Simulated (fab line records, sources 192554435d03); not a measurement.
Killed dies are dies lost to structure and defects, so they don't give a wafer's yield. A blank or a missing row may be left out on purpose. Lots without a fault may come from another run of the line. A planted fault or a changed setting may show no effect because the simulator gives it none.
fab line records | flow n5_finfet
record lots=6 wafers=14 last_day=16
route steps=1938 shown BEOL_M10@1527 BEOL_M11@1536
lots that met no fault: from a run of the same line without faults
start_h: hours from the record's first day to the start of the lot's first wafer shown | wait_h: hours since the lot's step before | " the same as in the row above | L1.1+2: a row that stands for several wafers | - no value, or no start given | * or withheld: withheld | < > ~ a bound
route shown NAME@n: a module of which the file shows steps, and the number in the route of the first | usual: mean/standard deviation of fault-free wafers | same: alike in all rows | chamber/n: place in a boat | sites: the reading at each site | _std_site: their standard deviation | _edge_site: outer sites' mean less inner sites' | radius_mm: how far each site lies from the wafer's centre | mask NAME#n: copy n | behind: the tool/chamber that last shaped the wafer | hold: why the lot was held/for how many hours/how that ended | device: the transistor (n, p or np) that didn't switch | end of line: the same wafers' tests at the end of the route | a step without rows: its recipe alone | killed: dies lost to structure and defects at the first sort, not the wafer's yield | map: a wafer's dies, x killed, . not, _ none there
set.NAME: the setting as run; set.NAME@STEP: as run at that earlier step | model.NAME: the simulator's own value behind a step, which no gauge read
lots at some steps of the route; a table a step, a row a wafer
services: from which hour (start_h, from the record's first day; less than 0 if before it) a tool's chamber was out of use, for how many hours, and why
## steps
# step N5_BEOL_M10_SPUTTER_48
# recipe material=Cu target_thk_a=120 temp_c=-20 bias_v=60 power_w=26000 chamber_pressure_pa=0.13 time_s=2
# step N5_BEOL_M10_ECD_50
# recipe material=Cu target_thk_a=3180
# step N5_BEOL_M10_ANNEAL_51
# recipe temp_c=225 time_s=90 ambient=N2
# step N5_BEOL_M10_CMP_52
# recipe stop_on=SiCOH_lowk t_overpolish_s=7 down_force_psi=1 platen_rpm=50 clearing_platen_down_force_psi=1.5 clearing_platen_rpm=50 post_cmp_clean=cu_alkaline target_thk_nm=140 clearing_platen_pad_velocity_m_s=0.99484 pad_velocity_m_s=0.99484
# step N5_BEOL_M10_THK_MEAS_53
# recipe thk_meas_gauge=xrf reads=Cu_of_BEOL_M10_ECD_50
# usual M10_THK=137.9/2.7
# columns lot.wafer tool chamber start_h wait_h M10_THK[nm]
L590.2 film_metro-02 - 237.60 - 138.7
L590.3 " - " " 136.2
L590.5 " - " " 136.6
L592.2 film_metro-02 - 254.57 - 136.7
L593.5 film_metro-01 - 269.68 - 136.1
L600.4 film_metro-01 - 296.16 - 138.8
L600.5 " - " " 138.4
L600.6 " - " " 137.2
L602.3 film_metro-02 - 316.57 - 140.2
L602.4 " - " " 138.1
L602.6 " - " " 140.6
L603.1 film_metro-02 - 324.16 - 140.0
L603.2 " - " " 144.8
L603.5 " - " " 138.9
# step N5_BEOL_M10_PRE_CLEAN_55
# recipe gas=NH3 time_s=15 temp_c=withheld rf_power_w=300
# step N5_BEOL_M10_DEP_56
# recipe material=SiCN target_thk_a=150 temp_c=withheld precursor=3MS/NH3 pressure_torr=3 rf_w=202 time_s=26.5
# usual showerhead_plenum_p_Torr=3.670/0.015 throttle_valve_pct=8.9/0.34
# columns lot.wafer tool chamber start_h wait_h showerhead_plenum_p_Torr throttle_valve_pct
L590.2 pecvd-03 2 237.66 0.0 3.654 9.0
L590.3 " 0 " " 3.689 8.7
L590.5 " 0 " " 3.684 8.8
L592.2 pecvd-01 1 254.63 0.0 3.681 8.8
L593.5 pecvd-03 2 269.76 0.0 3.652 9.2
L600.4 pecvd-03 2 296.25 0.0 3.655 9.2
L600.5 " 0 " " 3.688 8.4
L600.6 " 1 " " 3.666 9.1
L602.3 pecvd-02 2 316.63 0.0 3.667 8.5
L602.4 " 2 " " 3.652 8.4
L602.6 " 1 " " 3.658 8.4
L603.1 pecvd-03 2 324.22 0.0 3.653 8.9
L603.2 " 1 " " 3.669 9.1
L603.5 " 2 " " 3.662 9.2
# step N5_BEOL_M10_RS_MEAS_57
# recipe thk_meas_gauge=four-point-probe reads=Cu_of_BEOL_M10_ECD_50+Co_of_BEOL_M10_CVD_75+TaN_of_BEOL_M10_ALD_74
# usual M10_RS=0.151/0.0031
# columns lot.wafer tool chamber start_h wait_h M10_RS[ohm/sq]
L590.2 film_metro-01 - 237.73 0.1 0.150
L590.3 " - " " 0.152
L590.5 " - " " 0.151
L592.2 film_metro-01 - 254.70 0.1 0.153
L593.5 film_metro-01 - 269.82 0.0 0.152
L600.4 film_metro-02 - 296.30 0.0 0.150
L600.5 " - " " 0.150
L600.6 " - " " 0.152
L602.3 film_metro-01 - 316.71 0.1 0.148
L602.4 " - " " 0.151
L602.6 " - " " 0.148
L603.1 film_metro-01 - 324.30 0.1 0.149
L603.2 " - " " 0.143
L603.5 " - " " 0.150
# step N5_BEOL_M10_INSPECT_58
# recipe inspect_instrument=darkfield mode=post_dep
# usual raw_defect_count=79/30
# columns lot.wafer tool chamber start_h wait_h raw_defect_count
L590.2 defect_inspect-02 - 237.76 0.0 42
L590.3 " - " " 55
L590.5 " - " " 44
L592.2 defect_inspect-02 - 254.73 0.0 67
L593.5 defect_inspect-02 - 269.84 0.0 61
L600.4 defect_inspect-01 - 296.33 0.0 77
L600.5 " - " " 63
L600.6 " - " " 106
L602.3 defect_inspect-02 - 316.73 0.0 66
L602.4 " - " " 59
L602.6 " - " " 140
L603.1 defect_inspect-02 - 324.32 0.0 80
L603.2 " - " " 68
L603.5 " - " " 54
# step N5_BEOL_M11_ILD_DEP_00
# recipe material=SiCOH_lowk target_thk_a=3085.1 temp_c=300 precursor=DEMS/porogen pressure_torr=5 rf_w=500 time_s=58
# usual heater_power_w=314/41 showerhead_plenum_p_Torr=5.745/0.018 throttle_valve_pct=13.8/0.69
# columns lot.wafer tool chamber start_h wait_h heater_power_w showerhead_plenum_p_Torr throttle_valve_pct
L590.2 pecvd-01 0 237.79 0.0 291 5.751 14.7
L590.3 " 2 " " 303 5.766 13.1
L590.5 " 0 " " 291 5.736 14.5
L592.2 pecvd-04 0 254.76 0.0 267 5.753 13.9
L593.5 pecvd-04 0 269.91 0.1 263 5.744 14.2
L600.4 pecvd-02 2 296.39 0.1 375 5.716 12.7
L600.5 " 1 " " 317 5.730 13.2
L600.6 " 0 " " 382 5.762 14.2
L602.3 pecvd-01 2 316.77 0.0 368 5.757 12.9
L602.4 " 0 " " 309 5.731 14.5
L602.6 " 1 " " 291 5.744 13.6
L603.1 pecvd-02 1 324.36 0.0 297 5.730 13.6
L603.2 " 0 " " 301 5.776 14.0
L603.5 " 1 " " 312 5.731 13.3
# step N5_BEOL_M11_CURE_71
# recipe temp_c=385 time_s=240 ambient=He/Ar material=SiCOH_lowk
# step N5_BEOL_M11_THK_MEAS_01
# recipe reads=SiCOH_lowk_of_BEOL_M11_ILD_DEP_00
# usual M11_ILD_THK=269/3.2
# columns lot.wafer tool chamber start_h wait_h M11_ILD_THK[nm]
L590.2 film_metro-01 - 238.39 0.4 275
L590.3 " - " " 271
L590.5 " - " " 274
L592.2 film_metro-01 - 255.36 0.4 267
L593.5 film_metro-02 - 270.47 0.1 273
L600.4 film_metro-01 - 297.31 0.2 271
L600.5 " - " " 271
L600.6 " - " " 272
L602.3 film_metro-02 - 317.36 0.3 265
L602.4 " - " " 272
L602.6 " - " " 270
L603.1 film_metro-01 - 325.03 0.4 266
L603.2 " - " " 260
L603.5 " - " " 268
# step N5_BEOL_M11_PECVD_70
# recipe material=SiO2 target_thk_a=200 temp_c=400 precursor=TEOS/O2 pressure_torr=5.5 rf_w=450 teos_flow_sccm=53.8 gas=O2 flow_sccm=3000 time_s=22.7
# usual heater_power_w=692/75 showerhead_plenum_p_Torr=8.80/0.065 susceptor_temp_C=399.96/0.23 throttle_valve_pct=22.5/1
# columns lot.wafer tool chamber start_h wait_h heater_power_w showerhead_plenum_p_Torr susceptor_temp_C throttle_valve_pct model.SiO2_of_BEOL_M11_PECVD_70.thk_nm
L590.2 pecvd-02 0 238.42 0.0 847 8.88 400.08 22.5 19.6
L590.3 " 1 " " 739 8.79 399.81 21.6 19.6
L590.5 " 2 " " 859 8.78 400.20 20.6 20
L592.2 pecvd-02 2 255.39 0.0 642 8.77 388.26 20.4 21.2
L593.5 pecvd-02 2 270.52 0.1 631 8.78 388.25 21.0 21.2
L600.4 pecvd-01 1 297.36 0.1 712 8.83 400.16 22.4 19.8
L600.5 " 2 " " 839 8.91 399.77 20.8 20
L600.6 " 0 " " 697 8.75 400.22 23.6 20
L602.3 pecvd-04 0 317.39 0.0 559 8.81 400.19 22.7 20.2
L602.4 " 2 " " 711 8.85 399.43 22.6 20.4
L602.6 " 0 " " 559 8.80 399.83 23.0 20.2
L603.1 pecvd-01 0 325.06 0.0 736 8.73 399.62 23.7 20
L603.2 " 2 " " 769 8.91 399.99 21.1 20
L603.5 " 2 " " 766 8.89 400.02 21.0 20.4
# step N5_BEOL_M11_HM_DEP_02
# recipe material=TiN target_thk_a=200 temp_c=25 chamber_pressure_pa=0.49996
# step N5_BEOL_M11_COAT_59
# recipe resist=SOC temp_c=250 time_s=60 spin_rpm=1500 resist_thk_nm=100
# step N5_BEOL_M11_COAT_60
# recipe resist=SiARC temp_c=220 time_s=60 spin_rpm=1500 resist_thk_nm=30
# step N5_BEOL_M11_COAT_05
# recipe resist=CAR-ArF spin_rpm=1500 resist_thk_nm=90
# step N5_BEOL_M11_EBR_07
# recipe solvent=PGMEA ebr_width_mm=1.5
# step N5_BEOL_M11_SOFTBAKE_06
# recipe temp_c=110 time_s=60 resist=CAR-ArF
# step N5_BEOL_M11_EXPOSE_08
# recipe mask_id=M11 na=1.35 source_shape=dipole sigma_inner=0.411 sigma_outer=0.611 polarization=te dose_mj=53.75
# step N5_BEOL_M11_PEB_09
# recipe peb_temp_c=withheld peb_time_s=60 resist=CAR-ArF
# step N5_BEOL_M11_DEVELOP_10
# recipe develop_time_s=30 developer=TMAH resist=CAR-ArF rinse_liquid=diw dry=air_spin dev_temp_c=23
# step N5_BEOL_M11_CD_MEAS_11
# recipe target_cd_nm=64.1 landing_energy_ev=500 detector=se_inlens polarity=opening
# usual cd_nm=64.1/0.46
# same landing_energy_ev=500
# columns lot.wafer tool chamber start_h wait_h cd_nm
L590.2 cd_sem-02 0 239.96 - 64.1
L590.3 " 0 " " 64.1
L590.5 " 0 " " 64.0
L592.2 cd_sem-02 0 256.06 - 64.1
L593.5 cd_sem-03 0 272.21 - 63.6
L600.4 cd_sem-03 0 299.24 - 63.4
L600.5 " 0 " " 63.5
L600.6 " 0 " " 63.2
L602.3 cd_sem-02 0 320.33 - 64.1
L602.4 " 0 " " 64.4
L602.6 " 0 " " 64.2
L603.1 cd_sem-01 0 326.79 - 64.0
L603.2 " 0 " " 63.9
L603.5 " 0 " " 63.5
# step N5_BEOL_M11_OVL_MEAS_12
# recipe points_per_wafer=44
# usual M11_OVL=0.5/0.9
# columns lot.wafer tool chamber start_h wait_h M11_OVL[nm]
L590.2 overlay-02 0 239.99 0.0 0.0
L590.3 " 0 " " 0.8
L590.5 " 0 " " -0.4
L592.2 overlay-01 0 256.09 0.0 0.9
L593.5 overlay-02 0 272.24 0.0 -0.2
L600.4 overlay-02 0 299.26 0.0 1.0
L600.5 " 0 " " 1.2
L600.6 " 0 " " 1.2
L602.3 overlay-02 0 320.36 0.0 0.7
L602.4 " 0 " " 1.0
L602.6 " 0 " " 0.7
L603.1 overlay-02 0 326.82 0.0 0.5
L603.2 " 0 " " 1.1
L603.5 " 0 " " -1.4
# step N5_BEOL_M11_INSPECT_13
# recipe mode=adi inspect_instrument=brightfield
# usual raw_defect_count=429/110
# columns lot.wafer tool chamber start_h wait_h raw_defect_count
L590.2 defect_inspect-02 - 240.02 0.0 345
L590.3 " - " " 357
L590.5 " - " " 274
L592.2 defect_inspect-01 - 256.12 0.0 310
L593.5 defect_inspect-02 - 272.26 0.0 342
L600.4 defect_inspect-02 - 299.29 0.0 369
L600.5 " - " " 497
L600.6 " - " " 527
L602.3 defect_inspect-02 - 320.38 0.0 390
L602.4 " - " " 378
L602.6 " - " " 552
L603.1 defect_inspect-01 - 326.85 0.0 321
L603.2 " - " " 420
L603.5 " - " " 246
# step N5_BEOL_M11_DESCUM_16
# recipe chemistry=O2 time_s=7.9 source_power_w=50 bias_power_w=20 pressure_mtorr=20 rf_frequency_hz=2.712e+07 temp_c=40 resist=CAR-ArF o2_flow_sccm=225
# usual drypump_motor_current_A=5.5/0.48 oes_product_au=0.79/0.086 rf_vpp_V=243.2/1.3 showerhead_plenum_p_Torr=2.10/0.067 throttle_valve_pct=20.43/0.23
# columns lot.wafer tool chamber start_h wait_h drypump_motor_current_A oes_product_au rf_hours_counter_h rf_vpp_V showerhead_plenum_p_Torr throttle_valve_pct
L590.2 rie_diel-06 3 240.05 0.0 6.8 0.85 58 243.3 2.12 20.17
L590.3 " 0 " " 5.5 0.75 169 242.2 2.00 20.67
L590.5 " 1 " " 5.3 0.85 - 243.6 2.12 20.52
L592.2 rie_diel-06 2 256.15 0.0 5.7 0.72 164 240.0 2.00 20.82
L593.5 rie_diel-06 2 272.31 0.0 5.7 0.72 - 241.9 2.00 20.84
L600.4 rie_diel-03 3 299.32 0.0 5.1 0.80 123 244.4 2.10 20.33
L600.5 " 1 " " 5.2 0.68 - 244.0 2.14 20.43
L600.6 " 2 " " 4.8 0.87 - 240.6 2.05 19.93
L602.3 rie_diel-05 1 320.65 0.3 5.6 0.86 38 244.4 2.22 20.48
L602.4 " 2 " " 6.0 0.91 25 241.5 2.05 20.44
L602.6 " 2 " " 6.0 0.90 - 242.3 2.05 20.44
L603.1 rie_diel-06 1 326.88 0.0 5.3 0.81 106 243.5 2.11 20.56
L603.2 " 2 " " 5.7 0.71 186 241.7 1.99 20.87
L603.5 " 0 " " 5.5 0.72 - 240.1 1.99 20.73
# step N5_BEOL_M11_ETCH_61
# recipe chemistry=CF4 target=SiARC target_depth_a=390 mask_material=CAR-ArF time_s=65 ion_energy_ev=80 pressure_mtorr=40 source_w=545 bias_w=36 Ar_flow_sccm=100 cf4_flow_sccm=100 ends=cleared
# usual cf4_flow_sccm=100.0/0.31 drypump_motor_current_A=5.5/0.48 etch_rf_on_time_s=65.6/1.1 mfc_ar_sccm=100.0/0.33 oes_product_au=0.67/0.073 rf_vpp_V=184.2/1.1 showerhead_plenum_p_Torr=2.15/0.065 throttle_valve_pct=15.63/0.22
# columns lot.wafer tool chamber start_h wait_h cf4_flow_sccm drypump_motor_current_A etch_rf_on_time_s mfc_ar_sccm oes_product_au rf_hours_counter_h rf_vpp_V showerhead_plenum_p_Torr throttle_valve_pct
L590.2 rie_diel-06 3 240.09 0.0 99.7 6.8 64.1 100.4 0.74 58 183.7 2.18 15.43
L590.3 " 0 " " 100.0 5.4 65.3 99.8 0.64 169 181.6 2.06 15.85
L590.5 " 1 " " 100.2 5.3 65.0 100.3 0.72 - 184.6 2.17 15.67
L592.2 rie_diel-06 2 256.18 0.0 99.8 5.7 66.0 100.0 0.61 164 184.0 2.06 16.03
L593.5 rie_diel-06 2 272.36 0.0 100.3 5.7 65.7 99.5 0.61 - 182.6 2.06 16.02
L600.4 rie_diel-03 3 299.35 0.0 100.0 5.1 65.4 99.8 0.69 123 184.5 2.15 15.55
L600.5 " 1 " " 100.3 5.2 67.4 100.6 0.58 - 183.4 2.20 15.76
L600.6 " 2 " " 99.6 4.8 66.2 100.2 0.74 - 184.1 2.10 15.13
L602.3 rie_diel-05 1 320.69 0.0 99.7 5.6 64.4 100.4 0.73 38 184.6 2.26 15.63
L602.4 " 2 " " 99.9 6.0 66.4 100.1 0.77 25 181.5 2.10 15.53
L602.6 " 2 " " 99.6 6.0 66.1 99.5 0.77 - 182.7 2.10 15.52
L603.1 rie_diel-06 1 326.92 0.0 99.8 5.4 65.2 100.0 0.70 106 184.3 2.16 15.73
L603.2 " 2 " " 99.9 5.7 67.1 99.9 0.60 186 183.1 2.05 16.06
L603.5 " 0 " " 100.2 5.5 65.3 100.3 0.62 - 183.0 2.05 15.91
# step N5_BEOL_M11_ETCH_62
# recipe chemistry=N2/H2 target=SOC target_depth_a=1100 overetch_a=220 mask_material=SiARC temp_c=40 time_s=165 ion_energy_ev=200 pressure_mtorr=30 source_w=840 bias_w=150 n2_flow_sccm=200 h2_flow_sccm=200
# step N5_BEOL_M11_STRIP_68
# recipe chemistry=N2/H2 temp_c=40 n2_flow_sccm=200 h2_flow_sccm=200 rf_frequency_hz=6e+07
# step N5_BEOL_M11_STRIP_67
# recipe chemistry=CF4 resist=SiARC power_w=300 bias_power_w=75 pressure_mtorr=50 cf4_flow_sccm=150 rf_frequency_hz=6e+07
# step N5_BEOL_M11_HM_OPEN_17
# recipe chemistry=Cl2/BCl3 target_depth_a=200 overetch_a=60 target=TiN mask_material=SOC ion_energy_ev=150 pressure_mtorr=10 icp_w=1000 bias_w=126 Cl2_flow_sccm=53.25 bcl3_flow_sccm=21.75 Ar_flow_sccm=25
# step N5_BEOL_M11_STRIP_19
# recipe chemistry=O2 power_w=400 temp_c=40 pressure_mtorr=30 rf_frequency_hz=6e+07 bias_power_w=0 overash_fraction=0.2 o2_flow_sccm=225
# usual drypump_motor_current_A=5.4/0.47 oes_product_au=0.78/0.081 rf_vpp_V=3.6/0.59 showerhead_plenum_p_Torr=2.10/0.062 throttle_valve_pct=16.65/0.26
# columns lot.wafer tool chamber start_h wait_h drypump_motor_current_A oes_product_au rf_hours_counter_h rf_vpp_V showerhead_plenum_p_Torr throttle_valve_pct
L590.2 rie_diel-03 3 240.43 0.1 5.1 0.83 103 3.5 2.11 16.54
L590.3 " 2 " " 4.8 0.91 16 3.4 2.06 16.15
L590.5 " 2 " " 4.8 0.91 - 4.5 2.06 16.11
L592.2 rie_diel-06 1 256.53 0.1 5.3 0.83 84 3.2 2.12 16.72
L593.5 rie_diel-03 2 272.73 0.1 4.8 0.89 - 3.6 2.05 16.17
L600.4 rie_diel-05 3 299.70 0.1 5.4 0.71 208 3.1 2.17 16.74
L600.5 " 0 " " 5.3 0.73 - 4.3 2.07 16.49
L600.6 " 1 " " 5.6 0.89 - 3.5 2.22 16.68
L602.3 rie_diel-05 2 321.04 0.1 6.0 0.91 25 3.7 2.05 16.60
L602.4 " 0 " " 5.3 0.73 204 3.1 2.07 16.50
L602.6 " 2 " " 6.0 0.90 - 3.0 2.05 16.62
L603.1 rie_diel-05 2 327.41 0.2 6.0 0.90 27 4.6 2.05 16.60
L603.2 " 0 " " 5.3 0.72 205 3.7 2.07 16.49
L603.5 " 2 " " 6.0 0.90 - 3.5 2.05 16.59
# step N5_BEOL_M11_CD_MEAS_18
# recipe pitch_nm=140 target_cd_nm=70
# usual cd_nm=69.9/0.49
# columns lot.wafer tool chamber start_h wait_h cd_nm
L590.2 cd_sem-03 - 240.50 0.1 70.6
L590.3 " - " " 69.9
L590.5 " - " " 69.2
L592.2 cd_sem-01 - 256.60 0.1 69.9
L593.5 cd_sem-02 - 272.79 0.0 68.8
L600.4 cd_sem-03 - 299.78 0.1 69.2
L600.5 " - " " 69.1
L600.6 " - " " 69.1
L602.3 cd_sem-01 - 321.11 0.1 70.6
L602.4 " - " " 70.9
L602.6 " - " " 70.1
L603.1 cd_sem-02 - 327.48 0.0 69.8
L603.2 " - " " 69.4
L603.5 " - " " 69.4
# step N5_BEOL_M11_COAT_63
# recipe resist=SOC temp_c=250 time_s=60 spin_rpm=1500 resist_thk_nm=100
# step N5_BEOL_M11_COAT_64
# recipe resist=SiARC temp_c=220 time_s=60 spin_rpm=1500 resist_thk_nm=30
# step N5_BEOL_M11_COAT_22
# recipe resist=CAR-ArF spin_rpm=1500 resist_thk_nm=90
# step N5_BEOL_M11_EBR_24
# recipe solvent=PGMEA ebr_width_mm=1.5
# step N5_BEOL_M11_SOFTBAKE_23
# recipe temp_c=110 time_s=60 resist=CAR-ArF
# step N5_BEOL_M11_EXPOSE_25
# recipe mask_id=V10 na=1.35 source_shape=annular sigma_inner=0.5 sigma_outer=0.8 polarization=unpolarized dose_mj=85.5
# step N5_BEOL_M11_PEB_26
# recipe peb_temp_c=withheld peb_time_s=60 resist=CAR-ArF
# step N5_BEOL_M11_DEVELOP_27
# recipe develop_time_s=30 developer=TMAH resist=CAR-ArF rinse_liquid=diw dry=air_spin dev_temp_c=23
# step N5_BEOL_M11_CD_MEAS_28
# recipe target_cd_nm=70 landing_energy_ev=500 detector=se_inlens polarity=opening
# usual cd_nm=70.1/0.73
# same landing_energy_ev=500
# columns lot.wafer tool chamber start_h wait_h cd_nm
L590.2 cd_sem-03 0 242.64 - 70.9
L590.3 " 0 " " 70.8
L590.5 " 0 " " 69.3
L592.2 cd_sem-01 0 258.10 - 68.7
L593.5 cd_sem-02 0 274.28 - 71.2
L600.4 cd_sem-01 0 301.50 - 69.7
L600.5 " 0 " " 69.6
L600.6 " 0 " " 69.7
L602.3 cd_sem-03 0 322.72 - 69.8
L602.4 " 0 " " 71.5
L602.6 " 0 " " 70.0
L603.1 cd_sem-01 0 327.90 - 69.3
L603.2 " 0 " " 68.8
L603.5 " 0 " " 69.6
# step N5_BEOL_M11_HM_STRIP_39
# recipe chemistry=peroxide_tin_strip material=TiN target_depth_a=250 temp_c=50 time_s=158
# columns lot.wafer tool chamber start_h wait_h model.SiO2_of_BEOL_M11_PECVD_70.thk_nm
L590.2 wet_bench-04 7 243.61 0.0 19.4
L590.3 " 4 " " 19.6
L590.5 " 3 " " 19.8
L592.2 wet_bench-04 2 259.05 0.0 21.2
L593.5 wet_bench-03 2 274.89 0.0 21.2
L600.4+5+6 wet_bench-03 5,4,3 302.11 0.0 19.8
L602.3 wet_bench-03 5 323.33 0.0 20
L602.4+6 " 6,2 " " 20.2
L603.1+2 wet_bench-03 4,2 328.52 0.0 19.8
L603.5 " 0 " " 20.2
## services
# columns tool chamber start_h hours kind
rie_diel-03 3 217.87 22.0 repair
pecvd-04 2 218.76 5.5 scheduled_down
rie_diel-05 2 219.60 - clean
rie_diel-05 2 219.60 - consumable_replace:focus_ring
rie_diel-05 2 219.60 16.4 scheduled_down
rie_diel-05 2 219.60 16.4 vent_cycle
rie_diel-05 3 240.96 8.6 repair
pecvd-02 0 274.56 2.1 scheduled_down
rie_diel-05 2 283.44 5.7 repair
pecvd-04 1 284.82 5.5 scheduled_down
pecvd-03 0 288.33 5.5 scheduled_down
rie_diel-03 1 291.24 4.8 repair
rie_diel-03 - 296.14 0.2 repair
rie_diel-06 - 307.82 0.2 repair
## key
first_sign step=N5_BEOL_M11_PECVD_70 reading=susceptor_temp_C direction=down sigmas=52 usual=* struck=*
effect none on later readings
model_effect step=N5_BEOL_M11_PECVD_70 value=SiO2_of_BEOL_M11_PECVD_70.thk_nm without=19.8 struck=21.2
model_effect step=N5_BEOL_M11_HM_STRIP_39 value=SiO2_of_BEOL_M11_PECVD_70.thk_nm without=19.6 struck=21.2
met_at N5_BEOL_M11_PECVD_70
struck_wafers L592.2,L593.5
onset_between 238.42 255.39
earlier_fault kind=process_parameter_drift tool=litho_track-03 chamber=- onset_h=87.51 steps=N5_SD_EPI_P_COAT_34 channel=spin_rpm offset=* shape=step acts_in=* stated=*
fault kind=process_parameter_drift tool=pecvd-02 chamber=2 onset_h=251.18 steps=N5_BEOL_M11_PECVD_70 channel=temp_c offset=* shape=step acts_in=* stated=*
